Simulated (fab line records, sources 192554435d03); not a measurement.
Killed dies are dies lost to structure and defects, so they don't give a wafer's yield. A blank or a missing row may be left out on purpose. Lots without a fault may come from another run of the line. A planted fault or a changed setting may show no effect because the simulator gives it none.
fab line records | flow n5_finfet
record lots=4 wafers=12 last_day=16
route steps=1938 shown HKMG_FIN@409 BEOL_M4@1111 PASSIVATION@1936
lots that met no fault: from a run of the same line without faults
start_h: hours from the record's first day to the start of the lot's first wafer shown | wait_h: hours since the lot's step before | " the same as in the row above | L1.1+2: a row that stands for several wafers | - no value, or no start given | * or withheld: withheld | < > ~ a bound
route shown NAME@n: a module of which the file shows steps, and the number in the route of the first | usual: mean/standard deviation of fault-free wafers | same: alike in all rows | chamber/n: place in a boat | sites: the reading at each site | _std_site: their standard deviation | _edge_site: outer sites' mean less inner sites' | radius_mm: how far each site lies from the wafer's centre | mask NAME#n: copy n | behind: the tool/chamber that last shaped the wafer | hold: why the lot was held/for how many hours/how that ended | device: the transistor (n, p or np) that didn't switch | end of line: the same wafers' tests at the end of the route | a step without rows: its recipe alone | killed: dies lost to structure and defects at the first sort, not the wafer's yield | map: a wafer's dies, x killed, . not, _ none there
set.NAME: the setting as run; set.NAME@STEP: as run at that earlier step | model.NAME: the simulator's own value behind a step, which no gauge read
lots at some steps of the route; a table a step, a row a wafer
services: from which hour (start_h, from the record's first day; less than 0 if before it) a tool's chamber was out of use, for how many hours, and why
## steps
# step N5_HKMG_FIN_STRIP_60
# recipe chemistry=N2/H2 power_w=2500 temp_c=300 h2_frac=0.65 time_s=360 pressure_mtorr=withheld n2_flow_sccm=1750 h2_flow_sccm=3250
# step N5_HKMG_FIN_WET_ETCH_77
# recipe chemistry=dHCl mix=1:10000 temp_c=25 target=La2O3 stop_on=HfO2 target_depth_nm=2
# step N5_HKMG_FIN_WET_ETCH_78
# recipe chemistry=dNH4OH mix=1:50 temp_c=25 target=Al2O3 stop_on=La2O3 target_depth_nm=4.5 dry=ipa_marangoni rinse_time_s=30 rinse_temp_c=23
# step N5_HKMG_FIN_ALD_79
# recipe material=TiN target_thk_a=15 temp_c=400 ald_precursor_family=TiCl4 ald_co_reactant=NH3 pulse_time_s=1 purge_time_s=3 co_reactant_purge_time_s=2 co_reactant_pulse_time_s=2 ald_cycles=68 pressure_torr=3
# step N5_HKMG_FIN_CVD_62
# recipe material=a-Si target_thk_a=30 temp_c=500 precursor=Si2H6 pressure_torr=1 time_s=20.8
# step N5_HKMG_FIN_RTA_80
# recipe temp_c=withheld time_s=2 ambient=N2 idle_temp_c=600 ramp_up_c_per_s=150 ramp_down_c_per_s=60 cool_to_c=600
# step N5_HKMG_FIN_PRECLEAN_64
# recipe chemistry=dHF time_s=30 temp_c=25 dilution=withheld
# step N5_HKMG_FIN_WET_ETCH_65
# recipe chemistry=TMAH temp_c=70 conc_wt_pct=5 target=a-Si stop_on=TiN time_s=49 target_depth_nm=3
# step N5_HKMG_FIN_WET_ETCH_81
# recipe chemistry=SC1 target=TiN stop_on=HfO2 mix=1:1:5 temp_c=60 time_s=57 target_depth_nm=6
# step N5_HKMG_FIN_WET_ETCH_82
# recipe chemistry=dHCl mix=1:10000 temp_c=25 target=La2O3 stop_on=HfO2 target_depth_nm=2 dry=ipa_marangoni rinse_time_s=30 rinse_temp_c=23
# step N5_HKMG_FIN_ALD_36
# recipe material=TiN target_thk_a=10 temp_c=400 ald_precursor_family=TiCl4 ald_co_reactant=NH3 pulse_time_s=1 purge_time_s=3 co_reactant_purge_time_s=2 co_reactant_pulse_time_s=2 ald_cycles=47 pressure_torr=3
# step N5_HKMG_FIN_PWFM_ALD_03
# recipe material=TiN target_thk_a=20 temp_c=400 ald_precursor_family=TiCl4 ald_co_reactant=NH3 pulse_time_s=1 purge_time_s=3 co_reactant_purge_time_s=2 co_reactant_pulse_time_s=2 ald_cycles=91 pressure_torr=3
# usual ald_cycles=91/0 heater_power_w=903/54 precursor_pulse_height_rel=1.000/0.019
# columns lot.wafer tool chamber start_h wait_h ald_cycles heater_power_w precursor_pulse_height_rel model.TiN_of_HKMG_FIN_PWFM_ALD_03.thk_nm
L791.1 ald_metal-01 3 105.47 0.0 91 869 1.021 2
L791.5 " 3 " " 91 873 0.971 2
L791.6 " 2 " " 91 883 1.045 2
L793.2 ald_metal-01 1 117.36 0.0 63 923 0.988 1.4
L793.4 " 3 " " 91 874 1.029 2
L793.5 " 2 " " 91 884 1.000 2
L794.2 ald_metal-01 3 125.50 0.0 63 891 0.990 1.4
L794.5 " 0 " " 91 877 0.993 2
L794.6 " 1 " " 91 941 1.023 2
L803.2 ald_metal-03 0 176.38 0.0 91 981 0.966 2
L803.4 " 1 " " 91 934 1.013 2
L803.5 " 2 " " 91 855 1.004 2
# step N5_HKMG_FIN_COAT_29
# recipe resist=SOC temp_c=250 time_s=60 spin_rpm=1500 resist_thk_nm=300
# step N5_HKMG_FIN_COAT_30
# recipe resist=SiARC temp_c=220 time_s=60 spin_rpm=1500 resist_thk_nm=35
# step N5_HKMG_FIN_COAT_06
# recipe resist=CAR-ArF spin_rpm=1500 resist_thk_nm=90
# step N5_HKMG_FIN_EBR_08
# recipe solvent=PGMEA ebr_width_mm=1.5
# step N5_HKMG_FIN_SOFTBAKE_07
# recipe temp_c=110 time_s=60 resist=CAR-ArF
# step N5_HKMG_FIN_EXPOSE_09
# recipe mask_id=NWFM na=1.35 source_shape=conventional sigma_outer=0.8 polarization=unpolarized target_cd_nm=98 dose_mj=39.25
# step N5_HKMG_FIN_PEB_10
# recipe peb_temp_c=withheld peb_time_s=60 resist=CAR-ArF
# step N5_HKMG_FIN_DEVELOP_11
# recipe develop_time_s=30 developer=TMAH resist=CAR-ArF dev_temp_c=23 rinse_liquid=diw dry=air_spin
# step N5_HKMG_FIN_DESCUM_17
# recipe chemistry=O2 time_s=7.9 source_power_w=50 bias_power_w=20 pressure_mtorr=20 rf_frequency_hz=2.712e+07 temp_c=40 resist=CAR-ArF o2_flow_sccm=225
# step N5_HKMG_FIN_ETCH_31
# recipe chemistry=CF4 target=SiARC target_depth_a=455 mask_material=CAR-ArF time_s=75.8 ion_energy_ev=80 pressure_mtorr=40 source_w=545 bias_w=36 Ar_flow_sccm=100 cf4_flow_sccm=100 ends=cleared
# step N5_HKMG_FIN_ETCH_32
# recipe chemistry=N2/H2 target=SOC target_depth_a=2400 temp_c=40 time_s=300 ion_energy_ev=200 mask_material=SiARC pressure_mtorr=30 source_w=840 bias_w=150 n2_flow_sccm=200 h2_flow_sccm=200
# step N5_HKMG_FIN_STRIP_33
# recipe chemistry=N2/H2 temp_c=40 n2_flow_sccm=200 h2_flow_sccm=200 rf_frequency_hz=6e+07
# step N5_HKMG_FIN_STRIP_34
# recipe chemistry=CF4 resist=SiARC power_w=300 bias_power_w=75 pressure_mtorr=50 cf4_flow_sccm=150 rf_frequency_hz=6e+07
# step N5_HKMG_FIN_ETCH_35
# recipe chemistry=N2/H2 target=SOC target_depth_a=2158 ion_energy_ev=65 bias_w=5 source_w=3000 time_s=243.4 pressure_mtorr=30 n2_flow_sccm=200 h2_flow_sccm=200
# step N5_HKMG_FIN_STRIP_92
# recipe chemistry=N2/H2 material=SOC time_s=20 power_w=500 temp_c=40 pressure_mtorr=50 rf_frequency_hz=6e+07 bias_power_w=8 h2_frac=0.5 n2_flow_sccm=300 h2_flow_sccm=300
# step N5_HKMG_FIN_WET_ETCH_18
# recipe chemistry=SC1 target=TiN mix=1:1:5 temp_c=* time_s=55 target_depth_nm=5.2 dry=ipa_marangoni rinse_time_s=30 rinse_temp_c=23
# step N5_HKMG_FIN_STRIP_19
# recipe chemistry=N2/H2 power_w=2500 temp_c=300 h2_frac=0.65 time_s=360 pressure_mtorr=withheld n2_flow_sccm=1750 h2_flow_sccm=3250
# step N5_HKMG_FIN_ALD_91
# recipe material=TiN target_thk_a=10 temp_c=400 ald_precursor_family=TiCl4 ald_co_reactant=NH3 pulse_time_s=1 purge_time_s=3 co_reactant_purge_time_s=2 co_reactant_pulse_time_s=2 ald_cycles=47 pressure_torr=3
# step N5_HKMG_FIN_COAT_85
# recipe resist=SOC temp_c=250 time_s=60 spin_rpm=1500 resist_thk_nm=300
# step N5_HKMG_FIN_ETCH_86
# recipe chemistry=N2/H2 target=SOC target_depth_a=3932 stop_on=TiN ion_energy_ev=100 bias_w=61 pressure_mtorr=30 source_w=850 n2_flow_sccm=200 h2_flow_sccm=200
# step N5_HKMG_FIN_STRIP_89
# recipe chemistry=N2/H2 material=SOC time_s=20 power_w=500 temp_c=40 pressure_mtorr=50 rf_frequency_hz=6e+07 bias_power_w=8 h2_frac=0.5 n2_flow_sccm=300 h2_flow_sccm=300
# step N5_HKMG_FIN_WET_ETCH_87
# recipe chemistry=SC1 target=TiN mix=1:2:40 temp_c=50 time_s=154.2 target_depth_nm=4.7 dry=ipa_marangoni rinse_time_s=30 rinse_temp_c=23
# step N5_HKMG_FIN_STRIP_88
# recipe chemistry=N2/H2 power_w=2500 temp_c=300 h2_frac=0.65 time_s=360 pressure_mtorr=withheld n2_flow_sccm=1750 h2_flow_sccm=3250
# step N5_HKMG_FIN_NWFM_ALD_20
# recipe material=TiAlC target_thk_a=20 temp_c=300 ald_precursor_family=TiCl4 ald_co_reactant=TEA pulse_time_s=3 purge_time_s=2 co_reactant_purge_time_s=2 co_reactant_pulse_time_s=10 ald_cycles=7 pressure_torr=3
# step N5_HKMG_FIN_ALD_71
# recipe material=TiN target_thk_a=10 temp_c=400 ald_precursor_family=TiCl4 ald_co_reactant=NH3 pulse_time_s=1 purge_time_s=3 co_reactant_purge_time_s=2 co_reactant_pulse_time_s=2 ald_cycles=47 pressure_torr=3
# step N5_HKMG_FIN_COAT_66
# recipe resist=SOC temp_c=250 time_s=60 spin_rpm=1500 resist_thk_nm=300
# step N5_BEOL_M4_RC_MEAS_101
# usual DIBL_N=36.2/2.2 DIBL_P=36.5/3 IOFF_N=0.16/0.039 IOFF_P=0.22/0.047 IOFF_P_85C=3.7/0.68 IOFF_P_LIN=0.101/0.017 IOFF_P_LONG=0.000103/1.1e-05 ION_N=675/15 ION_P=463/10 SS_N=71.6/0.71 SS_P=73.4/0.94 VT_N=250/3.6 VT_P=-250/3.9 VT_P_LONG=-276/3.4 VT_P_LVT=-99/3.5
# columns lot.wafer tool chamber start_h wait_h DIBL_N[mV/V] DIBL_P[mV/V] IOFF_N[nA/um] IOFF_P[nA/um] IOFF_P_85C[nA/um] IOFF_P_LIN[nA/um] IOFF_P_LONG[nA/um] ION_N[uA/um] ION_P[uA/um] SS_N[mV/dec] SS_P[mV/dec] VT_N[mV] VT_P[mV] VT_P_LONG[mV] VT_P_LVT[mV]
L791.1 prober-01 0 189.21 0.0 38.1 37.1 0.20 0.24 4.3 0.112 0.000114 677 459 71.7 73.6 246 -247 -275 -95
L791.5 " 0 " " 36.4 34.5 0.16 0.20 3.5 0.094 0.000114 662 455 71.9 72.7 249 -251 -274 -97
L791.6 " 0 " " 37.4 37.4 0.17 0.26 4.4 0.116 0.000117 683 471 71.5 72.5 248 -246 -275 -93
L793.2 prober-01 0 214.36 0.2 35.8 35.9 0.12 0.07 1.5 0.035 6.5e-05 674 427 71.3 72.5 256 -279 -301 -128
L793.4 " 0 " " 37.2 38.1 0.16 0.21 3.7 0.101 9.6e-05 682 468 71.1 73.5 250 -252 -277 -100
L793.5 " 0 " " 37.8 38.2 0.17 0.21 3.7 0.100 0.000103 695 472 71.3 72.9 249 -252 -275 -101
L794.2 prober-02 0 218.27 0.2 33.8 33.2 0.13 0.06 1.3 0.029 6.4e-05 670 410 70.8 73.0 252 -283 -308 -129
L794.5 " 0 " " 35.9 37.3 0.17 0.21 3.8 0.094 9.2e-05 669 457 71.3 74.0 249 -254 -277 -101
L794.6 " 0 " " 30.7 28.8 0.10 0.11 2.1 0.059 9.3e-05 643 440 70.7 71.1 258 -262 -278 -108
L803.2 prober-02 0 280.30 0.2 34.7 33.9 0.14 0.17 3.1 0.088 0.000101 669 451 71.6 72.9 249 -255 -275 -102
L803.4 " 0 " " 31.0 29.2 0.09 0.13 2.5 0.074 0.0001 645 446 70.2 71.6 255 -255 -273 -104
L803.5 " 0 " " 36.7 37.9 0.19 0.25 4.3 0.118 0.000101 703 483 71.9 73.2 246 -247 -273 -96
# step N5_PASSIVATION_PROBE_49
# usual defect_limited_yield=91.5/1.5 killed_at_M0_to_M3=32/10 killed_at_M4_up=13/4.9 killed_at_contacts=13/6.1 killed_at_front_end=38/11 killed_at_other=3/3.2 killed_dies=101/18 killed_open=66/13 killed_short=32/8.3 sort_bin_5_function=5.0/1 sort_bin_6_memory=3.2/0.74 sort_bin_8_speed=0.1/1.1 sort_n_pass=1078/22 sort_yield_pct=91.3/1.9
# same gross_dies=1180 killed_at_back_side=0 sort_bin_4_leakage[%]=0
# columns lot.wafer tool chamber start_h wait_h defect_limited_yield[%] killed_at_M0_to_M3 killed_at_M4_up killed_at_contacts killed_at_front_end killed_at_other killed_dies killed_open killed_short sort_bin_5_function[%] sort_bin_6_memory[%] sort_bin_8_speed[%] sort_n_pass sort_yield_pct[%]
L793.2 prober-02 - 326.77 0.1 88.1 44 15 19 61 2 141 84 54 7.1 4.4 40.8 558 47.3
L794.2 prober-02 - 329.46 0.1 90.8 23 18 12 54 2 109 53 33 4.7 2.9 90.2 7 0.6
# killed by level:class
L793.2 MOL_CONTACT_COAG:geometric_particle:open=17 FIN_SAQP:geometric_particle:short=15 STI_FIN_REVEAL:geometric_particle:open=13 FIN_SAQP:geometric_particle:open=11 BEOL_M0_SAQP:geometric_particle:short=8 BEOL_M3:geometric_particle:open=8 BEOL_M2:geometric_particle:open=7 BEOL_M2:geometric_particle:short=7
L794.2 HKMG_FIN:area_etch=17 FIN_SAQP:geometric_particle:short=11 BEOL_M4:geometric_particle:open=10 MOL_CONTACT_COAG:geometric_particle:open=9 STI_FIN_REVEAL:geometric_particle:open=7 BEOL_M3:geometric_particle:open=6 BEOL_M0_SAQP:geometric_particle:short=5 DUMMY_GATE:geometric_particle:open=4
# map L793.2 (x killed, . not)
_________________............________________
______________..............x..._____________
___________........x.....x...x.....__________
__________..x.x.xx....xx.......xxx.._________
________..x..............x..x....x...._______
_______.....x..............x...........______
______....x.........................x..._____
_____......................x.............____
____.......x................x...xxxx......___
___.............x........x........x..x.x...__
___...............x...................x.x..__
__.x...........xx.x.........x.x.x..........._
__..............x....x............x.....x..._
_..x.......x..............x.........x........
_..x..x..x.....x............x................
_x....x...........xx..........x.........xx...
_...........x............x.x.................
_x.......x............x........x.....x.x.....
_..x........x.x.................x..........x.
_.x.x..xx..x...x....x..x....x.....x.......xx.
_x.x..............x...........x.............x
__............................x.......x...x._
__...x.....x............................x..._
___...........x....x..x....x........x....xx__
___.....x.....xx...x.x.....x.x.x..........x__
____...x.........x....x...................___
_____...x..x.......................x....x____
______..x........x...x.................._____
_______......x......x............x.....______
________...x...x...........xx........._______
__________.....x....x.....x......x.._________
___________.......................x__________
______________................x._____________
_________________..x.x.......________________
# map L794.2 (x killed, . not)
_________________............________________
______________.................._____________
___________x.......x........x...x..__________
__________..........x.....x........._________
________.......x...........x.....x...._______
_______..........x...x...x........x....______
______......x...x......................._____
_____..............x.....................____
____.x...........x........x......x....x...___
___..............................xx.....x..__
___........x......x.....x....x........x....__
__..................x.xx...................._
__......x.....x.........x..................._
_............x...............x...........x..x
_................................x...........
_x..x.........x................x...x..x.....x
_x.....x....x.x..x.....x......x......x..x...x
_x....x........x................x.........x..
_......x............................x........
_......x........x...........x................
_..x...............xx...x.....x..............
__.x.................x....x..........x..x..._
__...................x......................_
___.........x....................x.x...x...__
___....................x...x...............__
____...x.....x..............x..x..........___
_____x.............x...x........x.......x____
______....x...................x......x.._____
_______........x.......x.............x.______
________............x...........x..x.._______
__________.......x...x.............._________
___________..........x.x..x........__________
______________x................._____________
_________________.x..........________________
## services
# columns tool chamber start_h hours kind
ald_metal-03 0 129.53 9.1 repair
ald_metal-03 1 143.57 3.7 repair
## key
first_sign step=N5_HKMG_FIN_PWFM_ALD_03 reading=ald_cycles direction=down sigmas=99+ usual=* struck=*
effect step=N5_BEOL_M4_RC_MEAS_101 reading=VT_P_LVT direction=down sigmas=8.5 usual=-99 struck=-129
effect step=N5_BEOL_M4_RC_MEAS_101 reading=VT_P_LONG direction=down sigmas=8.2 usual=-276 struck=-304
effect step=N5_BEOL_M4_RC_MEAS_101 reading=VT_P direction=down sigmas=7.9 usual=-250 struck=-281
effect step=N5_BEOL_M4_RC_MEAS_101 reading=ION_P direction=down sigmas=4.3 usual=463 struck=418
effect step=N5_BEOL_M4_RC_MEAS_101 reading=IOFF_P_LIN direction=down sigmas=4 usual=0.101 struck=0.032
effect step=N5_BEOL_M4_RC_MEAS_101 reading=IOFF_P_LONG direction=down sigmas=3.6 usual=0.000103 struck=6.4e-05
effect step=N5_BEOL_M4_RC_MEAS_101 reading=IOFF_P_85C direction=down sigmas=3.5 usual=3.7 struck=1.4
effect step=N5_PASSIVATION_PROBE_49 reading=sort_bin_8_speed direction=up sigmas=59 usual=0.1 struck=65.5
model_effect step=N5_HKMG_FIN_PWFM_ALD_03 value=TiN_of_HKMG_FIN_PWFM_ALD_03.thk_nm without=2 struck=1.4
met_at N5_HKMG_FIN_PWFM_ALD_03
struck_wafers L793.2,L794.2
baseline_loss step=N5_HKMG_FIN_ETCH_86 wafers=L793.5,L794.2
onset_between 105.47 117.36
fault kind=process_parameter_drift tool=ald_metal-01 chamber=- onset_h=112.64 steps=N5_HKMG_FIN_PWFM_ALD_03 channel=ald_cycles offset=* shape=step end_h=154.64 scope=struck_wafers_only acts_in=* stated=*
# baseline_loss: these wafers lose ten dies or more at that step, a loss of the line's own and not of a fault; the sort's usual values leave them out
